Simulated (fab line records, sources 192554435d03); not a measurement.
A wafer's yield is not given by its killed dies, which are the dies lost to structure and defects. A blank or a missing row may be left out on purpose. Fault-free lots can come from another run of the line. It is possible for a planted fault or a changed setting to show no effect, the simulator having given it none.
Split-lot study | flow n5Finfet | 21 wafers read from 7 lots, route of 1938 steps

## THE SPLIT
At N5_SDB_ETCH_25 (etches SiO2 in C4F6/O2, target depth 10 nm, time 3.3 s), the setting timeS was moved away from the recipe's 3.3 s on 9 of the 21 wafers read, by +7.5% to +16.2%. For the rest of the wafers, this setting stayed at what the recipe calls for.

Reading taken at the split's own step.

## THE READING
etch.depthNm (the simulator's own value, which no gauge read), in nm, at N5_SDB_ETCH_25 (etches SiO2 in C4F6/O2, target depth 10 nm, time 3.3 s). There is no usual value for it anywhere in the file. Across the 12 wafers here that went through the recipe, the average is 9.919 nm and the standard deviation 0.097 nm.

wafer  | tool, chamber at the split | timeS as run, s | against the recipe | etch.depthNm, nm | against lot-mates on the recipe
L080.1 | rieDiel-01, 2              | 3.3             | recipe             | 9.945            | -
L080.3 | rieDiel-01, 1              | 3.3             | recipe             | 9.909            | -
L080.5 | rieDiel-01, 1              | 3.3             | recipe             | 9.937            | -
L083.4 | rieDiel-01, 1              | 3.3             | recipe             | 9.77             | -
L083.5 | rieDiel-01, 2              | 3.3             | recipe             | 9.922            | -
L083.6 | rieDiel-01, 3              | 3.3             | recipe             | 9.792            | -
L086.4 | rieDiel-05, 1              | 3.562           | +7.9%              | 10.91            | +0.770
L086.5 | rieDiel-05, 3              | 3.3             | recipe             | 10.14            | -
L086.6 | rieDiel-05, 0              | 3.562           | +7.9%              | 10.85            | +0.710
L090.2 | rieDiel-06, 1              | 3.3             | recipe             | 9.986            | -
L090.3 | rieDiel-06, 3              | 3.3             | recipe             | 9.876            | -
L090.4 | rieDiel-06, 0              | 3.721           | +12.8%             | 11.35            | +1.419
L093.1 | rieDiel-06, 3              | 3.3             | recipe             | 10.01            | -
L093.2 | rieDiel-06, 0              | 3.803           | +15.2%             | 11.62            | +1.610
L093.5 | rieDiel-06, 2              | 3.803           | +15.2%             | 11.45            | +1.440
L096.1 | rieDiel-06, 1              | 3.834           | +16.2%             | 11.69            | +1.769
L096.2 | rieDiel-06, 2              | 3.834           | +16.2%             | 11.57            | +1.649
L096.3 | rieDiel-06, 3              | 3.3             | recipe             | 9.921            | -
L097.3 | rieDiel-06, 0              | 3.547           | +7.5%              | 10.73            | +0.909
L097.4 | rieDiel-06, 2              | 3.3             | recipe             | 9.821            | -
L097.5 | rieDiel-06, 2              | 3.547           | +7.5%              | 10.5             | +0.679

THE FIT
A straight line over all 21 wafers: etch.depthNm changes by +0.107 nm for each +1% of timeS; r = +0.99; the points scatter about the line by 0.11 nm.
The same after taking each lot's own level away (the mean of its wafers on the recipe; 21 wafers): +0.104 nm for each +1%; r = +0.99; scatter 0.073 nm.
On that fit, the largest move of timeS shifts the reading by 1.7 nm.
The lots' own levels span 9.8210 to 10.1400 nm, that is 3.3 times the standard deviation above.
Consequently the slope shifts little with the lot-to-lot level, the two slopes agreeing.
Check: +1.65 nm against its lot-mates is what the line predicts for one of the wafers moved furthest among these (+16.2%) when that wafer is left out of the fit. Against them it came out at +1.77 nm.

## THE OTHER SPLITS THESE WAFERS WENT THROUGH
Other splits were also applied to these wafers ahead of the reading. Each is held against what the fit with the lots' levels taken away leaves over:
other split on the same wafers           | wafers away from the commonest value | r with etch.depthNm (lot level and that fit taken away)
N5_WELL_APT_PEB_23 pebTempC              | 6                                    | +0.02
N5_WELL_APT_DESCUM_30 timeS              | 7                                    | -0.31
N5_FIN_SAQP_ALD_61 tempC                 | 11                                   | -0.21
N5_FIN_SAQP_PECVD_06 timeS               | 8                                    | -0.20
N5_FIN_SAQP_MANDREL_ETCH_22 overEtchFrac | 11                                   | +0.24
N5_FIN_CUT_CUT_ETCH_26 timeS             | 10                                   | +0.10
N5_SD_EPI_N_ETCH_45 targetDepthA         | 5                                    | +0.16
N5_SD_EPI_N_ETCH_16 targetDepthA         | 5                                    | +0.02
N5_SD_EPI_P_ETCH_16 targetDepthA         | 7                                    | +0.13
N5_SD_EPI_P_EPI_21 tempC                 | 2                                    | +0.11

## THE FILE'S OWN FIT
etch.depthNm changes by +0.104 nm for each +1% of timeS, r = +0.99.
